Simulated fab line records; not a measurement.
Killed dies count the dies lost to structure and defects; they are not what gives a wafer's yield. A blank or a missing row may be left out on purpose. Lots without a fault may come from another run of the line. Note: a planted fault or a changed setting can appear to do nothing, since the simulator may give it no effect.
fab line records | flow nand-harc
[record] lots = 12 | wafers = 36 | last-day = 24
route steps=1159 shown A_STAIRCASE@584
lots untouched by any fault: they come from a run of this same line in which no faults occurred
start-h: start of the lot's first displayed wafer, in hours after the record's first day | wait-h: hours from the lot's prior step to this one | " repeats the value in the row above | L1.1+2: a row that stands for several wafers | - no value, or no start was given | * or withheld: withheld | < > ~ a bound
route shown NAME@n: NAME is a module with steps in the file, n the number in the route of the first one | usual: the fault-free wafers' mean and standard deviation | same: alike in all rows | chamber/n: place in a boat | sites: the reading at each site | _std_site: standard deviation across them | _edge_site: mean of outer sites minus mean of inner sites | radius-mm: how far each site lies from the wafer's centre | mask NAME#n: copy n | behind: the last tool/chamber to shape the wafer | hold: reason for holding the lot/hours on hold/outcome of the hold | device: names the non-switching transistor (n, p or np) | end of line: the tests these same wafers got at the end of their route | where a step has no rows: the recipe by itself | killed: dies lost to structure and defects at the first sort, not the wafer's yield | map: per-die view of a wafer (x killed, . not killed, _ where there is no die)
set.NAME: setting as actually run; set.NAME@STEP: the setting as run at that earlier step | model.NAME: the simulator's own value behind a step, which no gauge read
route steps across a sampled set of lots; one table per step, one row per wafer
services: a tool's chamber out of use, with start hour (start-h, from the record's first day; less than 0 if before it), hours out, and reason
[[steps]]
[step NHARC_A_STAIRCASE_ETCH_190]
[recipe] target-depth-a = 1000 | time-s = 40.5 | ion-energy-ev = 400 | c4f8-flow-sccm = 20 | o2-flow-sccm = 10 | ar-flow-sccm = withheld | rf-w = 600 | bias-w = 1000 | chemistry = C4F8/O2
[usual] bias-w = 1000/3.1 | oes-product-au = 0.944/0.012 | rf-vpp-V = 897/5.6 | run-length-s = 61.9/0.47
lot.wafer | tool        | chamber | start-h | wait-h | bias-w | oes-product-au | rf-hours-counter-h | rf-vpp-V | run-length-s
L901.3    | rie-diel-06 | 3       | -       | -      | 996    | 0.954          | 3                  | 901      | 62.0
L901.5    | "           | 3       | "       | "      | 995    | 0.954          | -                  | 902      | 61.7
L901.6    | "           | 0       | "       | "      | 997    | 0.943          | -                  | 894      | 61.9
L902.4    | rie-diel-02 | 0       | -       | -      | 996    | 0.938          | 40                 | 892      | 62.6
L902.1    | "           | 2       | "       | "      | 1001   | 0.938          | 36                 | 894      | 61.7
L902.2    | "           | 3       | "       | "      | 1000   | 0.950          | 39                 | 897      | 61.4
L900.1    | rie-diel-06 | 0       | -       | -      | 1003   | 0.930          | 5                  | 893      | 62.0
L900.6    | "           | 2       | "       | "      | 1002   | 0.934          | -                  | 900      | 61.5
L900.5    | "           | 3       | "       | "      | 1001   | 0.946          | -                  | 900      | 61.8
L905.3    | rie-diel-02 | 1       | -       | -      | 996    | 0.961          | 46                 | 893      | 60.8
L905.6    | "           | 1       | "       | "      | 1000   | 0.952          | -                  | 892      | 61.2
L905.5    | "           | 2       | "       | "      | 997    | 0.952          | -                  | 893      | 61.7
L907.4    | rie-diel-10 | 1       | -       | -      | 1004   | 0.945          | 43                 | 906      | 61.7
L907.5    | "           | 3       | "       | "      | 1000   | 0.968          | -                  | 886      | 61.7
L907.6    | "           | 0       | "       | "      | 1002   | 0.957          | -                  | 903      | 62.7
L915.4    | rie-diel-06 | 2       | -       | -      | 1005   | 0.946          | 23                 | 898      | 61.5
L915.1    | "           | 3       | "       | "      | 998    | 0.935          | 26                 | 901      | 62.0
L915.5    | "           | 2       | "       | "      | 1004   | 0.952          | -                  | 898      | 61.5
L913.1    | rie-diel-02 | 0       | -       | -      | 998    | 0.947          | 65                 | 889      | 62.2
L913.3    | "           | 3       | "       | "      | 1001   | 0.935          | 66                 | 897      | 61.4
L913.6    | "           | 1       | "       | "      | 999    | 0.935          | -                  | 891      | 61.1
L916.1    | rie-diel-06 | 0       | -       | -      | 1006   | 0.943          | 34                 | 895      | 62.2
L916.3    | "           | 1       | "       | "      | 994    | 0.951          | 34                 | 907      | 62.8
L916.4    | "           | 2       | "       | "      | 1000   | 0.951          | 30                 | 899      | 62.0
L919.2    | rie-diel-02 | 1       | -       | -      | 1000   | 0.955          | 9                  | 891      | 60.9
L919.1    | "           | 2       | "       | "      | 1000   | 0.935          | 8                  | 893      | 62.4
L919.4    | "           | 3       | "       | "      | 1003   | 0.950          | 8                  | 896      | 61.2
L921.1    | rie-diel-06 | 2       | -       | -      | 1001   | 0.956          | 40                 | 898      | 61.6
L921.2    | "           | 0       | "       | "      | 995    | 0.932          | 43                 | 892      | 62.0
L921.6    | "           | 3       | "       | "      | 997    | 0.942          | -                  | 900      | 61.4
L920.3    | rie-diel-02 | 0       | -       | -      | 997    | 0.917          | 13                 | 890      | 62.5
L920.4    | "           | 2       | "       | "      | 994    | 0.931          | 11                 | 894      | 61.7
L920.6    | "           | 3       | "       | "      | 995    | 0.936          | -                  | 896      | 61.3
L922.4    | rie-diel-02 | 1       | -       | -      | 1000   | 0.943          | 17                 | 892      | 61.1
L922.1    | "           | 2       | "       | "      | 1003   | 0.945          | 16                 | 893      | 61.7
L922.2    | "           | 3       | "       | "      | 1000   | 0.968          | 18                 | 896      | 61.5
[step NHARC_A_STAIRCASE_ETCH_197]
[recipe] target-depth-a = 1000 | time-s = 40.5 | ion-energy-ev = 400 | c4f8-flow-sccm = 20 | o2-flow-sccm = 10 | ar-flow-sccm = withheld | rf-w = 600 | bias-w = 1000 | chemistry = C4F8/O2
[usual] bias-w = 1000/3.1 | oes-product-au = 0.941/0.02 | rf-vpp-V = 896/5.8 | run-length-s = 61.8/0.48
lot.wafer | tool        | chamber | start-h | wait-h | bias-w | oes-product-au | rf-hours-counter-h | rf-vpp-V | run-length-s
L901.3    | rie-diel-10 | 2       | -       | -      | 995    | 0.954          | 24                 | 901      | 62.9
L901.5    | "           | 3       | "       | "      | 1004   | 0.992          | -                  | 886      | 62.1
L901.6    | "           | 0       | "       | "      | 999    | 0.982          | -                  | 901      | 62.1
L902.2    | rie-diel-02 | 3       | -       | -      | 1002   | 0.921          | 40                 | 896      | 61.4
L902.1    | "           | 0       | "       | "      | 1004   | 0.915          | 42                 | 890      | 62.9
L902.4    | "           | 2       | "       | "      | 998    | 0.922          | 38                 | 895      | 61.9
L900.1    | rie-diel-02 | 2       | -       | -      | 999    | 0.923          | 40                 | 894      | 62.0
L900.5    | "           | 1       | "       | "      | 1001   | 0.927          | -                  | 894      | 61.5
L900.6    | "           | 2       | "       | "      | 997    | 0.917          | -                  | 895      | 61.7
L905.3    | rie-diel-10 | 1       | -       | -      | 1002   | 0.965          | 37                 | 905      | 61.2
L905.5    | "           | 2       | "       | "      | 1005   | 0.980          | -                  | 900      | 62.3
L905.6    | "           | 3       | "       | "      | 1001   | 0.981          | -                  | 887      | 62.0
L907.4    | rie-diel-10 | 3       | -       | -      | 999    | 0.940          | 40                 | 886      | 61.6
L907.6    | "           | 0       | "       | "      | 1003   | 0.942          | -                  | 902      | 61.9
L907.5    | "           | 1       | "       | "      | 1001   | 0.948          | -                  | 904      | 61.2
L915.4    | rie-diel-02 | 1       | -       | -      | 1001   | 0.914          | 65                 | 892      | 61.1
L915.1    | "           | 2       | "       | "      | 1001   | 0.921          | 60                 | 894      | 62.0
L915.5    | "           | 0       | "       | "      | 995    | 0.907          | -                  | 890      | 63.0
L913.3    | rie-diel-06 | 3       | -       | -      | 999    | 0.943          | 30                 | 900      | 61.5
L913.1    | "           | 2       | "       | "      | 996    | 0.949          | 26                 | 898      | 61.7
L913.6    | "           | 0       | "       | "      | 1002   | 0.920          | -                  | 894      | 61.9
L916.3    | rie-diel-06 | 0       | -       | -      | 997    | 0.921          | 34                 | 894      | 62.2
L916.4    | "           | 1       | "       | "      | 998    | 0.948          | 35                 | 905      | 62.5
L916.1    | "           | 2       | "       | "      | 998    | 0.953          | 31                 | 899      | 61.9
L919.1    | rie-diel-10 | 0       | -       | -      | 999    | 0.966          | 0                  | 902      | 62.2
L919.2    | "           | 1       | "       | "      | 995    | 0.962          | 0                  | 904      | 61.2
L919.4    | "           | 2       | "       | "      | 1002   | 0.953          | 0                  | 899      | 62.1
L921.2    | rie-diel-02 | 1       | -       | -      | 1004   | 0.923          | 10                 | 892      | 61.2
L921.1    | "           | 2       | "       | "      | 1002   | 0.922          | 9                  | 894      | 61.8
L921.6    | "           | 1       | "       | "      | 1003   | 0.928          | -                  | 892      | 61.5
L920.4    | rie-diel-02 | 1       | -       | -      | 998    | 0.948          | 12                 | 890      | 61.2
L920.3    | "           | 3       | "       | "      | 1003   | 0.937          | 12                 | 897      | 61.7
L920.6    | "           | 0       | "       | "      | 1000   | 0.931          | -                  | 890      | 62.2
L922.1    | rie-diel-02 | 0       | -       | -      | 996    | 0.903          | 20                 | 889      | 62.5
L922.4    | "           | 2       | "       | "      | 999    | 0.922          | 16                 | 894      | 61.7
L922.2    | "           | 3       | "       | "      | 996    | 0.929          | 18                 | 897      | 61.3
[step NHARC_A_STAIRCASE_ETCH_199]
[recipe] target-depth-a = 1000 | time-s = 40.5 | ion-energy-ev = 400 | c4f8-flow-sccm = 20 | o2-flow-sccm = 10 | ar-flow-sccm = withheld | rf-w = 600 | bias-w = 1000 | chemistry = C4F8/O2
[usual] bias-w = 1000/3.4 | oes-product-au = 0.940/0.012 | rf-vpp-V = 897/5.7 | run-length-s = 61.8/0.51
lot.wafer | tool        | chamber | start-h | wait-h | bias-w | oes-product-au | rf-hours-counter-h | rf-vpp-V | run-length-s
L901.3    | rie-diel-10 | 1       | 258.04  | -      | 999    | 0.938          | 29                 | 905      | 61.6
L901.5    | "           | 0       | "       | "      | 1004   | 0.956          | -                  | 903      | 61.9
L901.6    | "           | 1       | "       | "      | 998    | 0.934          | -                  | 904      | 61.1
L902.2    | rie-diel-02 | 3       | 260.24  | -      | 998    | 0.937          | 40                 | 898      | 61.6
L902.4    | "           | 1       | "       | "      | 994    | 0.941          | 40                 | 892      | 60.9
L902.1    | "           | 2       | "       | "      | 998    | 0.937          | 38                 | 894      | 61.8
L900.1    | rie-diel-02 | 2       | 264.00  | -      | 994    | 0.924          | 40                 | 893      | 61.9
L900.6    | "           | 3       | "       | "      | 998    | 0.916          | -                  | 896      | 61.3
L900.5    | "           | 0       | "       | "      | 1000   | 0.914          | -                  | 891      | 62.5
L905.3    | rie-diel-10 | 0       | 276.76  | -      | 998    | 0.937          | 28                 | 904      | 62.3
L905.6    | "           | 3       | "       | "      | -      | 0.949          | -                  | 887      | 56.2
L905.5    | "           | 0       | "       | "      | 1000   | 0.942          | -                  | 904      | 62.1
L907.4    | rie-diel-10 | 3       | 293.61  | -      | 1000   | 0.931          | 40                 | 886      | 62.1
L907.5    | "           | 1       | "       | "      | 1004   | 0.944          | -                  | 904      | 61.2
L907.6    | "           | 2       | "       | "      | -      | 0.929          | -                  | 899      | 56.7
L915.1    | rie-diel-02 | 1       | 324.02  | -      | 992    | 0.939          | 65                 | 892      | 61.3
L915.4    | "           | 3       | "       | "      | 1000   | 0.937          | 65                 | 896      | 62.2
L915.5    | "           | 1       | "       | "      | 1000   | 0.937          | -                  | 893      | 61.0
L913.1    | rie-diel-06 | 0       | 330.18  | -      | 1000   | 0.917          | 31                 | 892      | 61.9
L913.3    | "           | 1       | "       | "      | 998    | 0.935          | 31                 | 904      | 62.4
L913.6    | "           | 0       | "       | "      | 1003   | 0.924          | -                  | 895      | 61.8
L916.1    | rie-diel-06 | 0       | 337.46  | -      | 998    | 0.923          | 34                 | 894      | 61.9
L916.4    | "           | 1       | "       | "      | 995    | 0.940          | 35                 | 907      | 62.4
L916.3    | "           | 2       | "       | "      | 998    | 0.955          | 31                 | 899      | 61.6
L919.4    | rie-diel-10 | 1       | 363.65  | -      | 997    | 0.968          | 0                  | 904      | 61.2
L919.2    | "           | 2       | "       | "      | 995    | 0.944          | 0                  | 900      | 62.3
L919.1    | "           | 0       | "       | "      | 1007   | 0.943          | 0                  | 902      | 62.0
L921.2    | rie-diel-02 | 1       | 365.24  | -      | 1003   | 0.954          | 10                 | 892      | 61.3
L921.1    | "           | 0       | "       | "      | 994    | 0.928          | 11                 | 890      | 62.8
L921.6    | "           | 1       | "       | "      | 1001   | 0.942          | -                  | 892      | 60.8
L920.3    | rie-diel-02 | 3       | 369.20  | -      | 998    | 0.934          | 12                 | 895      | 61.5
L920.4    | "           | 0       | "       | "      | 1003   | 0.937          | 14                 | 890      | 62.6
L920.6    | "           | 3       | "       | "      | 999    | 0.936          | -                  | 898      | 61.8
L922.1    | rie-diel-02 | 2       | 387.32  | -      | 995    | 0.922          | 16                 | 893      | 61.8
L922.4    | "           | 3       | "       | "      | 998    | 0.935          | 18                 | 896      | 61.8
L922.2    | "           | 1       | "       | "      | 995    | 0.928          | 18                 | 892      | 60.8
[step NHARC_A_STAIRCASE_ETCH_201]
[recipe] target-depth-a = 1000 | time-s = 40.5 | ion-energy-ev = 400 | c4f8-flow-sccm = 20 | o2-flow-sccm = 10 | ar-flow-sccm = withheld | rf-w = 600 | bias-w = 1000 | chemistry = C4F8/O2
[usual] bias-w = 1000.1/2.8 | oes-product-au = 0.942/0.011 | rf-vpp-V = 896/5.9 | run-length-s = 61.8/0.49
lot.wafer | tool        | chamber | start-h | wait-h | bias-w | oes-product-au | rf-hours-counter-h | rf-vpp-V | run-length-s
L901.3    | rie-diel-10 | 0       | -       | -      | 997.8  | 0.960          | 19                 | 903      | 62.0
L901.6    | "           | 1       | "       | "      | 1003.5 | 0.942          | -                  | 903      | 61.5
L901.5    | "           | 3       | "       | "      | 1002.4 | 0.956          | -                  | 886      | 61.7
L902.2    | rie-diel-02 | 3       | -       | -      | 998.2  | 0.939          | 40                 | 897      | 61.4
L902.4    | "           | 1       | "       | "      | 1001.9 | 0.937          | 40                 | 892      | 60.8
L902.1    | "           | 2       | "       | "      | 998.5  | 0.934          | 39                 | 895      | 61.7
L900.1    | rie-diel-02 | 3       | -       | -      | 1001.4 | 0.937          | 42                 | 897      | 61.7
L900.6    | "           | 3       | "       | "      | 1005.3 | 0.943          | -                  | 897      | 61.4
L900.5    | "           | 0       | "       | "      | 996.8  | 0.926          | -                  | 890      | 62.3
L905.3    | rie-diel-10 | 1       | -       | -      | 998.7  | 0.945          | 38                 | 905      | 61.5
L905.6    | "           | 0       | "       | "      | 1003.2 | 0.949          | -                  | 903      | 62.1
L905.5    | "           | 1       | "       | "      | 998.6  | 0.940          | -                  | 905      | 61.3
L907.4    | rie-diel-10 | 3       | -       | -      | 1002.8 | 0.938          | 40                 | 886      | 61.5
L907.6    | "           | 2       | "       | "      | 1006.5 | 0.941          | -                  | 899      | 62.4
L907.5    | "           | 3       | "       | "      | 996.9  | 0.937          | -                  | 886      | 61.7
L915.4    | rie-diel-02 | 0       | -       | -      | 996.6  | 0.924          | 65                 | 889      | 62.3
L915.1    | "           | 3       | "       | "      | 1002.0 | 0.933          | 65                 | 897      | 61.5
L915.5    | "           | 1       | "       | "      | 996.9  | 0.931          | -                  | 892      | 61.0
L913.3    | rie-diel-06 | 3       | -       | -      | 998.9  | 0.940          | 31                 | 902      | 61.4
L913.1    | "           | 2       | "       | "      | 998.4  | 0.947          | 27                 | 898      | 62.0
L913.6    | "           | 3       | "       | "      | 1004.4 | 0.939          | -                  | 901      | 61.5
L916.1    | rie-diel-06 | 1       | -       | -      | 1000.2 | 0.959          | 35                 | 905      | 62.3
L916.3    | "           | 3       | "       | "      | 998.7  | 0.957          | 35                 | 902      | 61.5
L916.4    | "           | 0       | "       | "      | 1001.9 | 0.945          | 35                 | 895      | 62.6
L919.4    | rie-diel-10 | 2       | -       | -      | 1000.0 | 0.939          | 0                  | 901      | 62.2
L919.2    | "           | 3       | "       | "      | 1004.2 | 0.959          | 0                  | 905      | 61.8
L919.1    | "           | 1       | "       | "      | 1001.1 | 0.958          | 0                  | 903      | 61.8
L921.2    | rie-diel-02 | 3       | -       | -      | 1003.8 | 0.930          | 10                 | 897      | 61.2
L921.1    | "           | 1       | "       | "      | 998.9  | 0.933          | 10                 | 890      | 61.2
L921.6    | "           | 2       | "       | "      | 998.1  | 0.939          | -                  | 895      | 62.4
L920.3    | rie-diel-02 | 1       | -       | -      | 998.2  | 0.935          | 13                 | 892      | 61.6
L920.4    | "           | 3       | "       | "      | 1002.1 | 0.950          | 13                 | 896      | 61.8
L920.6    | "           | 2       | "       | "      | 997.3  | 0.939          | -                  | 893      | 61.9
L922.4    | rie-diel-02 | 1       | -       | -      | 999.4  | 0.939          | 18                 | 890      | 60.8
L922.2    | "           | 3       | "       | "      | 997.3  | 0.940          | 18                 | 897      | 61.5
L922.1    | "           | 0       | "       | "      | 1002.5 | 0.941          | 20                 | 890      | 62.7
[[services]]
tool        | chamber | start-h | hours | kind
rie-diel-02 | 0       | 234.41  | -     | clean
rie-diel-02 | 1       | 234.41  | -     | clean
rie-diel-02 | 2       | 234.41  | -     | clean
rie-diel-02 | 3       | 234.41  | -     | clean
rie-diel-06 | -       | 241.43  | 9.0   | pm
rie-diel-02 | 0       | 260.01  | -     | clean
rie-diel-02 | 1       | 260.01  | -     | clean
rie-diel-02 | 2       | 260.01  | -     | clean
rie-diel-02 | 3       | 260.01  | -     | clean
rie-diel-02 | 0       | 284.51  | -     | clean
rie-diel-02 | 1       | 284.51  | -     | clean
rie-diel-02 | 2       | 284.51  | -     | clean
rie-diel-02 | 3       | 284.51  | -     | clean
rie-diel-02 | 0       | 309.01  | -     | clean
rie-diel-02 | 1       | 309.01  | -     | clean
rie-diel-02 | 2       | 309.01  | -     | clean
rie-diel-02 | 3       | 309.01  | -     | clean
rie-diel-10 | -       | 310.41  | 0.8   | repair
rie-diel-02 | -       | 329.09  | 9.0   | pm
rie-diel-02 | 0       | 329.09  | 9.0   | vent-cycle
rie-diel-02 | 1       | 329.09  | 9.0   | vent-cycle
rie-diel-10 | -       | 353.53  | 9.0   | pm
rie-diel-10 | 3       | 367.24  | 13.3  | repair
rie-diel-10 | 1       | 386.81  | 5.0   | repair
[[key]]
[first-sign] step = NHARC_A_STAIRCASE_ETCH_199 | reading = run-length-s | direction = down | sigmas = 11 | usual = * | struck = *
effect none on later readings
met-at NHARC_A_STAIRCASE_ETCH_199
struck-lots L905,L907
struck-wafers L905.6,L907.6
tester-left-out L905,L907
not-acting-at NHARC_A_STAIRCASE_ETCH_190,NHARC_A_STAIRCASE_ETCH_197,NHARC_A_STAIRCASE_ETCH_201
onset-between 258.04 276.76
[fault] kind = process-parameter-drift | tool = rie-diel-10 | chamber = - | onset-h = 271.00 | steps = NHARC_A_STAIRCASE_ETCH_199 | channel = time-s | offset = * | shape = step | end-h = 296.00 | scope = struck-wafers-only | acts-in = * | stated = *
// tester-left-out: of these lots the tester's yield and bins aren't shown, on N5 and GAA mostly nor the transistor test; their killed dies are dies lost to structure and defects alone, not to doping, threshold or leakage, so they don't give the yield
